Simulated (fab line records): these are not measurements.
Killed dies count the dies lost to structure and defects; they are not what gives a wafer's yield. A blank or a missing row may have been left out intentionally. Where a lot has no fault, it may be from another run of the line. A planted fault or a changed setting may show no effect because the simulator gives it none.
Chamber matching	flow nandHarc	NHARC_A_CHANNEL_FILL_D2_ALD_02 on aldHk-01: 4 sister chambers
The step deposits SiO2, target thk 6 nm, pulse time 10 s, ald cycles 60. 16 wafers are shown with their chamber, then 8 later ones without.

== WAFERS WITH THEIR CHAMBER ==
wafer	chamber	heaterPowerW (W)	precursorPulseHeightRel
L074.2	0	521	1.016
L074.5	2	487	1.010
L074.6	1	446	1.002
L078.1	1	461	0.993
L078.2	0	514	1.007
L078.5	3	474	0.983
L079.2	0	516	0.972
L079.5	3	485	1.006
L079.6	0	511	0.986
L084.1	1	461	0.994
L084.3	0	525	0.978
L084.5	1	447	0.978
L090.1	1	451	1.003
L090.3	3	480	0.998
L090.5	0	520	1.016
L091.1	3	483	1.002

SIGNATURES, as means of the wafers listed above
reading	chamber 0	chamber 1	chamber 2	chamber 3	scatter within a chamber
heaterPowerW	517.83	453.20	487.00	480.50	5.89
precursorPulseHeightRel	0.99583	0.99400	1.01000	0.99725	0.0148
Rule: for each reading, subtract the chamber's mean from the wafer's reading, divide by that reading's scatter and square the result; add these up over the readings and take the root, which gives the wafer's distance from the chamber. If the next closest chamber is less than 2 further off than the closest, the wafer can't be placed; otherwise it belongs to the closest. The scatter is the square root of a quotient: the sum, over the shown wafers, of each reading's squared deviation from its chamber's mean, divided by wafers minus chambers.

== WAFERS WITH NO CHAMBER GIVEN ==
wafer	heaterPowerW (W)	precursorPulseHeightRel
L091.3	526	0.996
L091.6	521	0.987
L095.1	510	1.008
L095.4	512	0.993
L095.5	435	1.039
L096.2	502	0.982
L096.3	525	1.031
L096.5	432	0.954

== WHICH CHAMBER EACH ONE RAN IN ==
wafer	from the rows above	in truth
L091.3	0	0
L091.6	0	0
L095.1	0	0
L095.4	0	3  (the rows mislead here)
L095.5	1	1
L096.2	can't be placed: 0 or 2 or 3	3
L096.3	0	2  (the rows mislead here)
L096.5	1	1
Placed correctly: 5 of 8. Not placeable from these rows: 1 (in 1, the candidates include the true chamber). Wrongly placed: 2.
